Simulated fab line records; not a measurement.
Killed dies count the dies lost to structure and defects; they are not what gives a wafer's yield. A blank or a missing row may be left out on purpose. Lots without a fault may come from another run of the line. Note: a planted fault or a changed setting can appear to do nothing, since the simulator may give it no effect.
2 desks, one fault | flow n5Finfet | only its own numbers are on each desk; what lay behind them is given at the end
Where a reading is given only as a bound, like >300, the bound stands for it, and a mean or a difference that rests on one is marked > or <: the true number lies beyond.

## THE DEFECT DESK
Per lot, the means of the sampled wafers with a number show what the inspections along the route counted. If a lot's mean is further than 4 standard deviations from the usual mean, the lot is out of limits and carries the mark OUT (the distance appears in the brackets).
Columns: A = rawDefectCount at N5_PASSIVATION_INSPECT_61, usual 2.0
lot  | first seen here | A
L974 | day 14 08:22    | >200 (+99 or more) OUT
L983 | day 15 11:37    | >102 (>+71) OUT
L987 | day 16 23:01    | 2.3
L990 | day 19 04:26    | 4.0
Finding of this desk: L974, L983 out of limits; the first was L974 at day 14 08:22, on rawDefectCount at N5_PASSIVATION_INSPECT_61. In limits: L987, L990.

## DESK OF THE TOOL OWNER: rieMetal-01
The tool's own readings at N5_MIM_BOT_ETCH_ETCH_03 (etches the open film in Cl2/BCl3, target depth 12 nm): means of the sampled wafers that have a number, for each lot that ran on this tool. If a lot's mean is further than 4 standard deviations from the usual mean, the lot is out of limits and carries the mark OUT (the distance appears in the brackets).
Columns: A = drypumpMotorCurrentA at N5_MIM_BOT_ETCH_ETCH_03, usual 5.7 A; B = oesProductAu at N5_MIM_BOT_ETCH_ETCH_03, usual 0.80 a.u.; C = throttleValvePct at N5_MIM_BOT_ETCH_ETCH_03, usual 27.39 %
lot  | first seen here | A   | B    | C
L974 | day 14 03:30    | 6.0 | 0.74 | 27.28
L983 | day 15 07:29    | 5.8 | 0.75 | 27.45
L990 | day 19 02:53    | 6.2 | 0.69 | 27.15
This desk's finding: nothing out of limits on any of the 3 lots.

## ALL TOGETHER
The defect desk could have raised an alarm at day 14 08:22, on L974, L983.
The desk of the tool owner found nothing out of limits.
The tool owner's desk has L974, L983 on record, within its limits.
Of the lots named, all ran N5_MIM_BOT_ETCH_ETCH_03 on rieMetal-01.

## WHAT THE SIMULATOR HAD PUT IN
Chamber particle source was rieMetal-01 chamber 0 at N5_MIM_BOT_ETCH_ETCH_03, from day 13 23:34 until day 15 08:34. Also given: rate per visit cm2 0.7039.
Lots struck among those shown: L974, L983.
Hours from the fault's start to each desk's first reading out of limits: the defect desk, 9.
